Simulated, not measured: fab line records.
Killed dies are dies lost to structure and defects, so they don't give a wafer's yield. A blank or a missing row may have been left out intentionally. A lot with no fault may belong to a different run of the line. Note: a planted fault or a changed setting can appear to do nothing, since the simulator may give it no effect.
Code-filled problem report in 8D (eight disciplines) form | flow n5Finfet | the parts of the form that need people (team, actions taken, sign-off) are left out

## 1. PROBLEM STATEMENT
At N5_BEOL_M14_COAT_65, spinSpeedRpm averages 1443.6 rpm over 6 wafers from 2 lots, while fault-free wafers read 1499.8 rpm, standard deviation 1.2. Measured from the usual mean, that is -47 standard deviations.
The step: time 60 s, resist thk 450 nm.
First seen on wafer L983.2, day 14 02:22, on lithoTrack-04. The record has a number at this step for 33 wafers belonging to 11 lots. Rule for "out" (also "out of limits"): further than 4 standard deviations from the usual mean. The rest of the wafers with a number are treated as sound.

## 2. WHAT IT IS; WHAT IT IS NOT
question                    | is                     | is not
which readings at this step | spinSpeedRpm           | heaterPowerTotalW
which lots                  | L983, L988             | L100, L978, L980, L992, L994, L995, L996, L998, L999
which wafers of those lots  | all that have a number | -
read on which tools         | lithoTrack-04          | lithoTrack-01, lithoTrack-05
when                        | from day 14 02:22      | up to then (6 sound wafers); but 21 sound wafers of L100, L992, L994, L995, L996, L998, L999 came after

## 3. THE SUSPECTS, EACH WITH WHAT RULES IT OUT
Counting: any tool at a process step up to the reading is kept as a suspect provided that every lot that is out went through it and no sound lot did after the first of them.
- lithoTrack-04 at N5_BEOL_M14_COAT_65 (time 60 s, resist thk 450 nm): ruled out as a lasting fault. The sound lots L999, L998 went through it after L983, its earliest lot that is out (day 14 02:22).
Left after counting: nothing in the record.

## 4. THE CAUSE (what the simulator had put in)
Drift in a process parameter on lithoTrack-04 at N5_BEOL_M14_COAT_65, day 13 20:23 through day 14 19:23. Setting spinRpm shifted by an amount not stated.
Counting ruled it out, wrongly.

## 5. THE EFFECT CHAIN, in route order
Rows list readings where the struck wafers' mean (over those with a number) sits beyond 3 standard deviations from the usual. Only readings for which the record gives a usual standard deviation are gone through. hours: the time from each lot's start at the first step in this table that gives one to its start at this step, as a median over the lots. sigmas: the change in usual standard deviations.
hours | step                | reading      | usual      | on struck wafers | change | sigmas
0     | N5_BEOL_M14_COAT_65 | spinSpeedRpm | 1499.8 rpm | 1443.6           | -56.2  | -47
The process steps in it:
- N5_BEOL_M14_COAT_65: time 60 s, resist thk 450 nm.

## 6. WHAT WOULD HAVE CAUGHT IT SOONER
In this record the first reading out of limits was taken at day 14 02:22, 6 hours after the fault began at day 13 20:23.
